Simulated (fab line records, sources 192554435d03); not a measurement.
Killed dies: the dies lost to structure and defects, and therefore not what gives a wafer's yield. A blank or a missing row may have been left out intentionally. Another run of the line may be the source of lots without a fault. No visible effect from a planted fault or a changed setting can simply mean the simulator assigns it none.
fab line records	flow n5Finfet
record lots=6	wafers=18	lastDay=17
route steps=1938 shown BEOL_M5@1124
lots that met no fault: from a run of the same line without faults
startH: hours from the record's opening day to when the first of the lot's shown wafers began	waitH: hours elapsed since this lot's preceding step	" unchanged from the row above	L1.1+2: a single row standing in for several wafers	- value missing, or start not given	* or withheld: withheld	< > ~ a bound
route shown NAME@n: a module of which the file shows steps, and the number in the route of the first	usual: mean/standard deviation of fault-free wafers	same: alike in all rows	chamber/n: place in a boat	sites: per-site readings	_std_site: standard deviation across them	_edge_site: mean of outer sites minus mean of inner sites	radiusMm: for every site, how far away it sits from the centre of the wafer	mask NAME#n: copy n	behind: the most recent tool/chamber to have shaped the wafer	hold: cause of the lot's hold/its duration in hours/its outcome	device: the transistor (n, p or np) that didn't switch	end of line: the route-end tests of the same wafers	for a step that has no rows: nothing shown but its recipe	killed: dies that structure and defects cost at the first sort, which is not the same as the wafer's yield	map: shows each die of a wafer: x if killed, . if not, _ if none is there
set.NAME: the run value of the setting; set.NAME@STEP: its run value at that earlier step	model.NAME: the simulator's own value behind a step, which no gauge read
a table for each step, a row for each wafer; lots at some steps of the route
services: when a tool's chamber went out of use (startH, in hours from the record's first day, below 0 if earlier), for how many hours, and the reason
## steps
# step N5_BEOL_M5_PEB_09
# recipe pebTempC=100	pebTimeS=60	resist=CAR-EUV
# step N5_BEOL_M5_DEVELOP_10
# recipe developTimeS=30	developer=TMAH	resist=CAR-EUV	rinseLiquid=surfactantRinse	dry=airSpin	devTempC=23
# step N5_BEOL_M5_CD_MEAS_11
# recipe targetCdNm=27.74	landingEnergyEv=500	detector=seInlens
# usual cdNm=27.99/0.22
lot.wafer	tool	chamber	startH	waitH	cdNm
L948.2	cdSem-03	0	233.10	-	27.99
L948.3	"	0	"	"	28.12
L948.5	"	0	"	"	27.84
L951.2	cdSem-02	0	233.65	-	28.24
L951.3	"	0	"	"	28.08
L951.6	"	0	"	"	28.07
L956.2	cdSem-03	0	268.51	-	27.58
L956.3	"	0	"	"	27.56
L956.6	"	0	"	"	27.77
L957.1	cdSem-03	0	274.97	-	27.77
L957.2	"	0	"	"	28.22
L957.3	"	0	"	"	27.96
L959.1	cdSem-02	0	280.78	-	28.18
L959.2	"	0	"	"	28.06
L959.5	"	0	"	"	28.43
L958.2	cdSem-01	0	299.31	-	27.71
L958.3	"	0	"	"	27.86
L958.5	"	0	"	"	28.11
# step N5_BEOL_M5_OVL_MEAS_12
# recipe pointsPerWafer=522
# usual M5_OVL=-0.3/0.68
lot.wafer	tool	chamber	startH	waitH	M5_OVL[nm]
L948.2	overlay-01	0	233.14	0.0	0.2
L948.3	"	0	"	"	-0.6
L948.5	"	0	"	"	-1.1
L951.2	overlay-01	0	233.68	0.0	-0.4
L951.3	"	0	"	"	-1.1
L951.6	"	0	"	"	-0.1
L956.2	overlay-01	0	268.54	0.0	0.1
L956.3	"	0	"	"	-0.1
L956.6	"	0	"	"	0.1
L957.1	overlay-02	0	275.00	0.0	0.3
L957.2	"	0	"	"	-0.2
L957.3	"	0	"	"	-0.5
L959.1	overlay-01	0	280.81	0.0	-0.2
L959.2	"	0	"	"	-1.6
L959.5	"	0	"	"	0.1
L958.2	overlay-02	0	299.34	0.0	-0.6
L958.3	"	0	"	"	0.0
L958.5	"	0	"	"	0.6
# step N5_BEOL_M5_INSPECT_13
# recipe mode=adi	inspectInstrument=brightfield
# usual rawDefectCount=389/92
lot.wafer	tool	chamber	startH	waitH	rawDefectCount
L948.2	defectInspect-02	-	233.19	0.0	379
L948.3	"	-	"	"	405
L948.5	"	-	"	"	358
L951.2	defectInspect-01	-	233.73	0.0	492
L951.3	"	-	"	"	507
L951.6	"	-	"	"	402
L956.2	defectInspect-01	-	268.60	0.0	304
L956.3	"	-	"	"	356
L956.6	"	-	"	"	252
L957.1	defectInspect-02	-	275.06	0.1	280
L957.2	"	-	"	"	297
L957.3	"	-	"	"	188
L959.1	defectInspect-01	-	280.87	0.1	420
L959.2	"	-	"	"	493
L959.5	"	-	"	"	566
L958.2	defectInspect-01	-	299.40	0.0	376
L958.3	"	-	"	"	383
L958.5	"	-	"	"	434
# step N5_BEOL_M5_DESCUM_16
# recipe chemistry=O2	timeS=7	sourcePowerW=50	biasPowerW=20	pressureMtorr=20	rfFrequencyHz=2.712e+07	tempC=40	resist=CAR-EUV	o2FlowSccm=225
# usual drypumpMotorCurrentA=5.7/0.56	oesProductAu=0.78/0.054	rfFwdPowerW=49.45/0.19	rfVppV=243.3/1.4	showerheadPlenumPTorr=2.09/0.07	throttleValvePct=20.34/0.19
lot.wafer	tool	chamber	startH	waitH	drypumpMotorCurrentA	oesProductAu	rfFwdPowerW	rfHoursCounterH	rfVppV	showerheadPlenumPTorr	throttleValvePct
L948.2	rieDiel-06	0	233.27	0.1	6.2	0.70	49.18	238	241.3	2.06	20.25
L948.3	"	2	"	"	6.6	0.69	49.49	249	242.5	2.06	20.70
L948.5	"	2	"	"	6.6	0.69	49.31	-	243.5	2.06	20.71
L951.2	rieDiel-02	2	233.98	0.2	6.1	0.81	49.49	81	244.1	2.12	20.51
L951.3	"	0	"	"	5.8	0.80	49.12	108	243.4	2.12	20.09
L951.6	"	1	"	"	6.4	0.86	49.76	-	244.3	2.23	20.40
L956.2	rieDiel-05	0	269.01	0.4	5.0	0.74	49.17	184	243.6	2.17	20.27
L956.3	"	3	"	"	5.8	0.74	49.41	170	246.2	2.19	20.22
L956.6	"	0	"	"	5.0	0.73	49.19	-	245.4	2.17	20.27
L957.1	rieDiel-02	3	275.71	0.6	4.7	0.80	49.60	89	243.3	2.02	20.09
L957.2	"	2	"	"	6.1	0.79	49.31	94	245.3	2.12	20.54
L957.3	"	0	"	"	5.8	0.78	49.24	119	243.8	2.11	20.11
L959.1	rieDiel-05	0	280.90	0.0	5.0	0.74	49.19	187	245.0	2.17	20.28
L959.2	"	3	"	"	5.8	0.73	49.17	174	244.2	2.19	20.21
L959.5	"	0	"	"	5.1	0.74	49.06	-	244.8	2.17	20.28
L958.2	rieDiel-02	2	299.60	0.2	6.1	0.80	49.52	101	242.6	2.12	20.54
L958.3	"	3	"	"	4.7	0.80	49.67	96	242.2	2.01	20.11
L958.5	"	2	"	"	6.1	0.79	49.66	-	243.3	2.12	20.54
# step N5_BEOL_M5_ETCH_72
# recipe chemistry=N2/H2	target=underlayer	targetDepthA=65	maskMaterial=CAR-EUV	timeS=5.2	ionEnergyEv=200	pressureMtorr=30	sourceW=840	biasW=150	n2FlowSccm=200	h2FlowSccm=200	ends=cleared
# usual drypumpMotorCurrentA=5.7/0.56	etchRfOnTimeS=5.19/0.087	h2FlowSccm=200.0/0.56	oesProductAu=0.66/0.045	rfFwdPowerW=819.2/2.5	rfVppV=523.6/2.8	showerheadPlenumPTorr=2.54/0.081	throttleValvePct=17.74/0.18
lot.wafer	tool	chamber	startH	waitH	drypumpMotorCurrentA	etchRfOnTimeS	h2FlowSccm	oesProductAu	rfFwdPowerW	rfHoursCounterH	rfVppV	showerheadPlenumPTorr	throttleValvePct
L948.2	rieDiel-06	0	233.30	0.0	6.2	5.09	200.7	0.60	821.9	238	521.7	2.52	17.86
L948.3	"	2	"	"	6.6	5.15	199.4	0.59	824.1	249	523.0	2.49	18.07
L948.5	"	2	"	"	6.6	5.13	199.1	0.59	822.5	-	521.2	2.49	18.09
L951.2	rieDiel-02	2	234.02	0.0	6.1	5.09	199.8	0.68	818.1	81	524.5	2.57	17.86
L951.3	"	0	"	"	5.8	5.25	200.6	0.68	818.4	108	527.5	2.56	17.41
L951.6	"	1	"	"	6.4	5.15	200.8	0.72	818.4	-	529.1	2.70	17.82
L956.2	rieDiel-05	0	269.04	0.0	5.0	5.31	200.3	0.63	822.1	184	527.1	2.64	17.69
L956.3	"	3	"	"	5.8	5.33	200.8	0.62	815.6	170	525.8	2.65	17.56
L956.6	"	0	"	"	5.0	5.32	200.6	0.63	816.3	-	526.4	2.64	17.72
L957.1	rieDiel-02	3	275.74	0.0	4.7	5.07	200.3	0.68	821.6	89	521.6	2.46	17.61
L957.2	"	2	"	"	6.1	5.11	200.4	0.68	823.2	94	525.0	2.57	17.88
L957.3	"	0	"	"	5.8	5.23	199.5	0.67	817.7	119	524.5	2.55	17.41
L959.1	rieDiel-05	0	280.94	0.0	5.0	5.29	199.5	0.63	819.9	187	527.5	2.64	17.69
L959.2	"	3	"	"	5.8	5.32	200.2	0.62	820.8	174	527.0	2.64	17.56
L959.5	"	0	"	"	5.1	5.37	200.0	0.61	820.6	-	523.7	2.64	17.71
L958.2	rieDiel-02	2	299.63	0.0	6.1	5.07	200.1	0.67	820.1	101	525.0	2.56	17.90
L958.3	"	3	"	"	4.7	5.09	200.0	0.68	823.5	96	520.2	2.46	17.60
L958.5	"	2	"	"	6.1	5.08	200.4	0.67	822.4	-	523.4	2.56	17.89
# step N5_BEOL_M5_ETCH_61
# recipe chemistry=CF4	target=SiARC	targetDepthA=156	maskMaterial=CAR-EUV	timeS=26	ionEnergyEv=80	pressureMtorr=40	sourceW=545	biasW=36	Ar_flow_sccm=100	cf4FlowSccm=100	ends=cleared
# usual cf4FlowSccm=100.0/0.33	drypumpMotorCurrentA=5.7/0.56	etchRfOnTimeS=26.0/0.41	oesProductAu=0.67/0.045	rfFwdPowerW=532.4/2	rfVppV=184.1/1.1	showerheadPlenumPTorr=2.14/0.065	throttleValvePct=15.51/0.16
lot.wafer	tool	chamber	startH	waitH	cf4FlowSccm	drypumpMotorCurrentA	etchRfOnTimeS	oesProductAu	rfFwdPowerW	rfHoursCounterH	rfVppV	showerheadPlenumPTorr	throttleValvePct
L948.2	rieDiel-06	0	233.32	0.0	99.6	6.2	26.1	0.59	532.8	238	183.6	2.11	15.54
L948.3	"	2	"	"	100.0	6.5	26.0	0.59	531.8	249	185.1	2.11	15.88
L948.5	"	2	"	"	100.0	6.6	25.8	0.59	531.8	-	183.7	2.11	15.90
L951.2	rieDiel-02	2	234.03	0.0	99.9	6.1	25.4	0.68	530.3	81	185.2	2.17	15.64
L951.3	"	0	"	"	99.7	5.8	26.3	0.67	531.9	108	184.5	2.16	15.25
L951.6	"	1	"	"	99.7	6.4	25.7	0.73	533.8	-	185.6	2.27	15.46
L956.2	rieDiel-05	0	269.06	0.0	99.9	5.0	26.6	0.63	531.0	184	184.9	2.22	15.53
L956.3	"	3	"	"	100.2	5.8	26.6	0.62	533.9	170	186.6	2.22	15.36
L956.6	"	0	"	"	99.6	5.0	26.4	0.64	531.8	-	185.2	2.22	15.53
L957.1	rieDiel-02	3	275.76	0.0	99.7	4.7	25.3	0.70	532.5	89	184.7	2.07	15.38
L957.2	"	2	"	"	100.2	6.1	25.0	0.68	531.1	94	184.8	2.16	15.66
L957.3	"	0	"	"	100.4	5.8	25.9	0.67	532.0	119	183.4	2.15	15.29
L959.1	rieDiel-05	0	280.96	0.0	99.4	5.0	26.5	0.63	533.7	187	184.6	2.22	15.53
L959.2	"	3	"	"	99.5	5.8	26.4	0.62	531.8	174	185.6	2.22	15.39
L959.5	"	0	"	"	100.0	5.0	26.2	0.63	532.3	-	186.2	2.22	15.55
L958.2	rieDiel-02	2	299.65	0.0	99.8	6.1	25.8	0.67	530.5	101	184.3	2.16	15.67
L958.3	"	3	"	"	100.3	4.7	25.8	0.68	535.8	96	183.9	2.07	15.37
L958.5	"	2	"	"	99.6	6.1	25.6	0.67	531.2	-	184.1	2.16	15.67
# step N5_BEOL_M5_ETCH_62
# recipe chemistry=N2/H2	target=SOC	targetDepthA=750	overetchA=150	maskMaterial=SiARC	tempC=40	timeS=112.5	ionEnergyEv=200	pressureMtorr=30	sourceW=840	biasW=150	n2FlowSccm=200	h2FlowSccm=200
# usual drypumpMotorCurrentA=5.7/0.55	h2FlowSccm=199.9/0.66	oesProductAu=0.62/0.04	rfFwdPowerW=837.3/2.7	rfVppV=523.7/2.4	showerheadPlenumPTorr=2.54/0.081	throttleValvePct=17.71/0.18
lot.wafer	tool	chamber	startH	waitH	drypumpMotorCurrentA	h2FlowSccm	oesProductAu	rfFwdPowerW	rfHoursCounterH	rfVppV	showerheadPlenumPTorr	throttleValvePct
L948.2	rieDiel-06	0	233.35	0.0	6.2	200.6	0.55	837.0	238	523.8	2.52	17.81
L948.3	"	2	"	"	6.6	199.5	0.55	840.5	249	523.3	2.49	18.05
L948.5	"	2	"	"	6.6	200.1	0.54	834.8	-	523.6	2.49	18.04
L951.2	rieDiel-02	2	234.06	0.0	6.1	199.7	0.63	839.1	81	524.4	2.57	17.83
L951.3	"	0	"	"	5.8	199.1	0.63	835.0	108	524.1	2.56	17.37
L951.6	"	1	"	"	6.4	200.3	0.67	840.3	-	528.4	2.70	17.76
L956.2	rieDiel-05	0	269.09	0.0	5.0	200.2	0.59	830.8	184	527.0	2.64	17.66
L956.3	"	3	"	"	5.8	199.3	0.58	837.5	170	526.3	2.65	17.53
L956.6	"	0	"	"	5.0	200.6	0.59	831.9	-	526.7	2.64	17.67
L957.1	rieDiel-02	3	275.79	0.0	4.8	198.9	0.63	835.3	89	520.9	2.46	17.55
L957.2	"	2	"	"	6.1	199.8	0.62	835.2	94	524.7	2.57	17.85
L957.3	"	0	"	"	5.8	200.5	0.63	834.4	119	523.8	2.55	17.37
L959.1	rieDiel-05	0	280.98	0.0	5.1	200.0	0.59	836.6	187	525.6	2.64	17.67
L959.2	"	3	"	"	5.8	200.4	0.58	837.8	174	527.2	2.64	17.55
L959.5	"	0	"	"	5.1	200.8	0.59	836.8	-	525.3	2.64	17.66
L958.2	rieDiel-02	2	299.68	0.0	6.1	199.7	0.62	837.1	101	525.0	2.56	17.88
L958.3	"	3	"	"	4.7	199.7	0.62	838.8	96	523.0	2.46	17.55
L958.5	"	2	"	"	6.1	199.0	0.62	838.3	-	523.4	2.56	17.86
# step N5_BEOL_M5_STRIP_63
# recipe chemistry=N2/H2	tempC=40	n2FlowSccm=200	h2FlowSccm=200	rfFrequencyHz=6e+07
# step N5_BEOL_M5_STRIP_73
# recipe chemistry=N2/H2	tempC=40	n2FlowSccm=200	h2FlowSccm=200	rfFrequencyHz=6e+07
# step N5_BEOL_M5_STRIP_64
# recipe chemistry=CF4	resist=SiARC	powerW=300	biasPowerW=75	pressureMtorr=50	cf4FlowSccm=150	rfFrequencyHz=6e+07
# usual cf4FlowSccm=150.0/0.42	drypumpMotorCurrentA=5.7/0.55	oesProductAu=0.77/0.05	powerW=299.9/0.91	rfFwdPowerW=292.6/0.87	rfVppV=271.1/1.5	showerheadPlenumPTorr=1.79/0.053	throttleValvePct=13.48/0.16
lot.wafer	tool	chamber	startH	waitH	cf4FlowSccm	drypumpMotorCurrentA	oesProductAu	powerW	rfFwdPowerW	rfHoursCounterH	rfVppV	showerheadPlenumPTorr	throttleValvePct
L948.2	rieDiel-06	0	233.47	0.0	150.2	6.2	0.68	299.8	292.0	238	269.7	1.77	13.54
L948.3	"	2	"	"	150.5	6.6	0.68	298.4	291.6	249	268.9	1.77	13.91
L948.5	"	2	"	"	149.3	6.6	0.68	300.0	292.9	-	270.7	1.77	13.90
L951.2	rieDiel-02	2	234.19	0.0	150.1	6.1	0.79	300.9	293.1	81	271.0	1.81	13.57
L951.3	"	0	"	"	149.8	5.8	0.79	299.4	293.2	108	271.6	1.80	13.23
L951.6	"	1	"	"	149.9	6.4	0.83	301.5	292.5	-	273.9	1.89	13.40
L956.2	rieDiel-05	0	269.22	0.0	149.7	5.0	0.74	299.8	293.2	184	272.2	1.86	13.56
L956.3	"	3	"	"	149.0	5.8	0.73	299.4	293.3	170	272.0	1.86	13.40
L956.6	"	0	"	"	150.9	5.1	0.74	299.4	292.0	-	273.1	1.86	13.56
L957.1	rieDiel-02	3	275.92	0.0	150.6	4.7	0.79	299.9	293.7	89	268.8	1.74	13.36
L957.2	"	2	"	"	150.1	6.1	0.77	298.6	292.4	94	271.9	1.81	13.59
L957.3	"	0	"	"	150.0	5.8	0.78	300.1	292.4	119	271.5	1.80	13.25
L959.1	rieDiel-05	0	281.11	0.0	150.5	5.1	0.74	300.0	292.0	187	272.1	1.86	13.55
L959.2	"	3	"	"	149.9	5.8	0.73	299.6	292.8	174	271.8	1.86	13.40
L959.5	"	0	"	"	150.5	5.0	0.74	299.3	293.8	-	273.5	1.86	13.57
L958.2	rieDiel-02	2	299.80	0.0	149.6	6.1	0.77	299.7	291.0	101	269.9	1.80	13.61
L958.3	"	3	"	"	150.3	4.7	0.78	299.2	292.8	96	270.1	1.74	13.39
L958.5	"	2	"	"	149.7	6.1	0.77	299.2	292.0	-	270.8	1.80	13.62
# step N5_BEOL_M5_HM_OPEN_17
# recipe chemistry=Cl2/BCl3	targetDepthA=200	overetchA=60	target=TiN	maskMaterial=SOC	ionEnergyEv=150	pressureMtorr=10	icpW=1000	biasW=126	Cl2_flow_sccm=53.25	bcl3FlowSccm=21.75	Ar_flow_sccm=25
# usual bcl3FlowSccm=21.75/0.065	biasW=126.1/0.34	drypumpMotorCurrentA=5.7/0.41	oesProductAu=0.68/0.073	rfFwdPowerW=994/3.8	throttleValvePct=22.11/0.15
lot.wafer	tool	chamber	startH	waitH	bcl3FlowSccm	biasW	drypumpMotorCurrentA	oesProductAu	rfFwdPowerW	rfHoursCounterH	throttleValvePct	model.SOC_of_BEOL_M5_COAT_59.thkNm
L948.2	rieMetal-02	1	233.52	0.0	-	-	-	-	-	-	-	59.6
L948.3	"	1	"	"	-	-	-	-	-	-	-	59.8
L948.5	"	0	"	"	-	-	-	-	-	-	-	59.8
L951.2	rieMetal-02	0	234.23	0.0	-	-	-	-	-	-	-	59.6
L951.3	"	0	"	"	-	-	-	-	-	-	-	59.4
L951.6	"	0	"	"	-	-	-	-	-	-	-	59.6
L956.2	rieMetal-03	0	269.26	0.0	21.87	126.4	4.9	0.66	993	45	22.38	52
L956.3	"	0	"	"	21.71	126.0	4.9	0.65	996	-	22.38	51.8
L956.6	"	1	"	"	21.78	126.0	5.8	0.65	989	-	22.05	52
L957.1	rieMetal-03	0	275.97	0.0	21.81	125.5	4.9	0.65	998	45	22.38	51.8
L957.2	"	1	"	"	21.73	125.4	5.8	0.63	989	55	22.04	52
L957.3	"	1	"	"	21.76	125.9	5.8	0.65	991	-	22.05	52
L959.1	rieMetal-02	0	281.15	0.0	21.63	126.7	6.0	0.72	995	25	22.02	52.2
L959.2	"	1	"	"	21.79	126.5	5.6	0.56	984	88	22.11	51.8
L959.5	"	0	"	"	21.68	126.2	5.9	0.72	997	-	22.01	52
L958.2	rieMetal-01	1	299.84	0.0	21.78	126.5	6.2	0.79	990	5	21.90	51.6
L958.3	"	0	"	"	21.75	125.9	5.6	0.74	995	-	22.11	52
L958.5	"	0	"	"	21.69	126.2	5.6	0.74	993	-	22.11	52
# step N5_BEOL_M5_STRIP_19
# recipe chemistry=O2	powerW=400	tempC=40	pressureMtorr=30	rfFrequencyHz=6e+07	biasPowerW=0	overashFraction=0.2	o2FlowSccm=225
# step N5_BEOL_M5_CD_MEAS_18
# recipe pitchNm=56	targetCdNm=28
# usual cdNm=28.09/0.3
lot.wafer	tool	chamber	startH	waitH	cdNm
L948.2	cdSem-03	-	233.70	0.1	-
L948.3	"	-	"	"	-
L948.5	"	-	"	"	-
L951.2	cdSem-02	-	234.41	0.1	-
L951.3	"	-	"	"	-
L951.6	"	-	"	"	-
L956.2	cdSem-01	-	269.61	0.1	28.10
L956.3	"	-	"	"	27.61
L956.6	"	-	"	"	28.05
L957.1	cdSem-02	-	276.15	0.0	28.16
L957.2	"	-	"	"	27.57
L957.3	"	-	"	"	28.10
L959.1	cdSem-02	-	281.33	0.0	28.51
L959.2	"	-	"	"	28.26
L959.5	"	-	"	"	28.68
L958.2	cdSem-01	-	300.03	0.1	27.72
L958.3	"	-	"	"	27.54
L958.5	"	-	"	"	28.30
# step N5_BEOL_M5_COAT_65
# recipe resist=SOC	tempC=250	timeS=60	spinRpm=1500	resistThkNm=60
## services
tool	chamber	startH	hours	kind
rieDiel-06	2	235.12	-	clean
rieDiel-06	2	235.12	-	consumableReplace:focusRing
rieDiel-06	2	235.12	34.8	scheduledDown
rieDiel-06	2	235.12	34.8	ventCycle
rieDiel-05	1	268.62	5.2	repair
rieDiel-06	0	269.92	-	clean
rieDiel-06	0	269.92	-	consumableReplace:focusRing
rieDiel-06	0	269.92	19.5	scheduledDown
rieDiel-06	0	269.92	19.5	ventCycle
rieMetal-03	-	270.81	0.8	repair
rieMetal-01	-	272.06	14.6	pm
rieDiel-05	0	295.90	7.5	repair
## key
firstSign step=N5_BEOL_M5_HM_OPEN_17	reading=toolRecord	direction=missing
effect step=N5_BEOL_M5_CD_MEAS_18	reading=cdNm	direction=missing
modelEffect step=N5_BEOL_M5_HM_OPEN_17	value=SOC_of_BEOL_M5_COAT_59.thkNm	without=51.77	struck=59.63
metAt N5_BEOL_M5_HM_OPEN_17
struckWafers L948.2,L948.3,L948.5,L951.2,L951.3,L951.6
laterRowsLeftOut L948.2,L948.3,L948.5,L951.2,L951.3,L951.6
sortLeftOut L948.2,L948.3,L948.5,L951.2,L951.3,L951.6
testerLeftOut L951
earlierFault kind=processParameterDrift	tool=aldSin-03	chamber=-	onsetH=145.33	steps=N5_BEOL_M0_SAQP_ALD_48	channel=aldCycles	offset=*	shape=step	actsIn=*	stated=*
earlierFault kind=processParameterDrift	tool=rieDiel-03	chamber=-	onsetH=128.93	steps=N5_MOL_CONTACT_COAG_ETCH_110	channel=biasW	offset=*	shape=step	actsIn=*	stated=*
fault kind=skippedStepWhole	tool=rieMetal-02	chamber=-	onsetH=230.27	steps=N5_BEOL_M5_HM_OPEN_17	scope=struckLotsOnly
# testerLeftOut: of these lots the tester's yield and bins aren't shown, on N5 and GAA mostly nor the transistor test; their killed dies are dies lost to structure and defects alone, not to doping, threshold or leakage, so they don't give the yield
# sortLeftOut: the simulated sort isn't trusted on such a fault, so these wafers' sort isn't shown, and their yield isn't known
# laterRowsLeftOut: the simulator's readings of these wafers behind a module that went badly wrong aren't trusted and aren't shown, but for the sort
